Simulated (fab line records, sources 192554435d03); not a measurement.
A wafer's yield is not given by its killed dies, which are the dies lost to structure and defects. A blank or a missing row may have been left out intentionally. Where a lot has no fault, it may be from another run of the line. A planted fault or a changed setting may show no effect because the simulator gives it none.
Matching of chambers	flow n5-finfet	N5_BEOL_M3_CO_CAP_55 on cvd-co-02 has 3 sister chambers
The step material Co, precursor CCTBA/H2, target thk 2 nm, time 102.1 s. 3 wafers are shown with their chamber, then 7 later ones without.

== WAFERS WITH THEIR CHAMBER ==
wafer	chamber	heater-power-w (W)
L815.1	0	198
L815.5	2	199
L816.4	1	212

== WAFERS WITH NO CHAMBER GIVEN ==
wafer	heater-power-w (W)
L816.5	207
L818.1	204
L818.5	209
L818.6	214
L820.1	201
L820.4	199
L820.5	209

== WHICH CHAMBER EACH WENT THROUGH ==
wafer	from the rows above	in truth
L816.5	can't be placed: 1 or 2 or 0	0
L818.1	can't be placed: 2 or 0 or 1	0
L818.5	1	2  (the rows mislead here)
L818.6	1	1
L820.1	can't be placed: 2 or 0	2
L820.4	can't be placed: 2 or 0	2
L820.5	1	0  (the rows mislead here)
1 of 7 placed correctly. From these rows, 4 cannot be placed; in 4 the true chamber is one of the candidates. 2 placed wrongly.
How it was worked out, from the rows above alone: a wafer's distance from a chamber is the root of the sum, over the readings, of the square of ((its reading less the chamber's mean) divided by the reading's scatter). The wafer belongs to the nearest chamber; if the next one is less than 2 further off, it can't be placed. Each chamber's mean is taken over the wafers shown for it. The scatter (one wafer shown for each chamber): square how far every hidden wafer sits from the nearest shown wafer, average those squares and take the square root.
